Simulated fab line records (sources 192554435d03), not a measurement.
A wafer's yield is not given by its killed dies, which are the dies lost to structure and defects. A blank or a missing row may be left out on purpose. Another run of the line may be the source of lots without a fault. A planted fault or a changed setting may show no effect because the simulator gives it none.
Chamber matching | flow n5Finfet | 4 sister chambers for N5_BEOL_M8_ALD_77 on aldMetal-03
The step deposits TaN, target thk 2 nm, pulse time 2 s, purge time 3 s. 8 wafers are shown with their chamber, then 12 later ones without.

== EACH WAFER AND ITS CHAMBER ==
wafer  | chamber | heaterPowerW (W) | precursorVesselPressureTorr (Torr)
L086.1 | 2       | 449              | 26.29
L086.3 | 3       | 408              | 26.20
L088.5 | 3       | 405              | 26.18
L090.5 | 1       | 458              | 26.28
L090.6 | 0       | 383              | 26.17
L091.1 | 0       | 390              | 26.27
L091.2 | 2       | 441              | 26.31
L091.4 | 1       | 441              | 26.33

== WAFERS WITHOUT THEIR CHAMBER ==
wafer  | heaterPowerW (W) | precursorVesselPressureTorr (Torr)
L094.4 | 403              | 26.20
L094.5 | 380              | 26.24
L094.6 | 455              | 26.27
L076.2 | 445              | 26.22
L076.3 | 456              | 26.25
L076.5 | 396              | 26.20
L095.1 | 393              | 26.32
L095.3 | 450              | 26.12
L095.6 | 444              | 26.28
L096.1 | 454              | 26.31
L096.3 | 414              | 26.29
L096.4 | 453              | 26.30

== EACH ONE'S CHAMBER ==
wafer  | from the rows above          | in truth
L094.4 | can't be placed: 3 or 0      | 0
L094.5 | 0                            | 0
L094.6 | can't be placed: 1 or 2      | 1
L076.2 | can't be placed: 2 or 1      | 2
L076.3 | can't be placed: 1 or 2      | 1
L076.5 | can't be placed: 0 or 3      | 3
L095.1 | can't be placed: 0 or 3      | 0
L095.3 | can't be placed: 2 or 1 or 3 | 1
L095.6 | can't be placed: 2 or 1      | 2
L096.1 | can't be placed: 1 or 2      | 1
L096.3 | can't be placed: 3 or 0 or 2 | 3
L096.4 | can't be placed: 1 or 2      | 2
Placed correctly: 1 of 12. Not placeable from these rows: 11 (in 11, the candidates include the true chamber). Placed wrongly: 0.
How it was worked out, from the rows above alone: a wafer's distance from a chamber is the root of the sum, over the readings, of the square of ((its reading less the chamber's mean) divided by the reading's scatter). The wafer belongs to the nearest chamber; if the next one is less than 2 further off, it can't be placed. For every chamber, the mean is computed from those of its wafers that are shown. The scatter: the root of (the sum of the squares of (reading less its chamber's mean) over the shown wafers, divided by (wafers less chambers)).
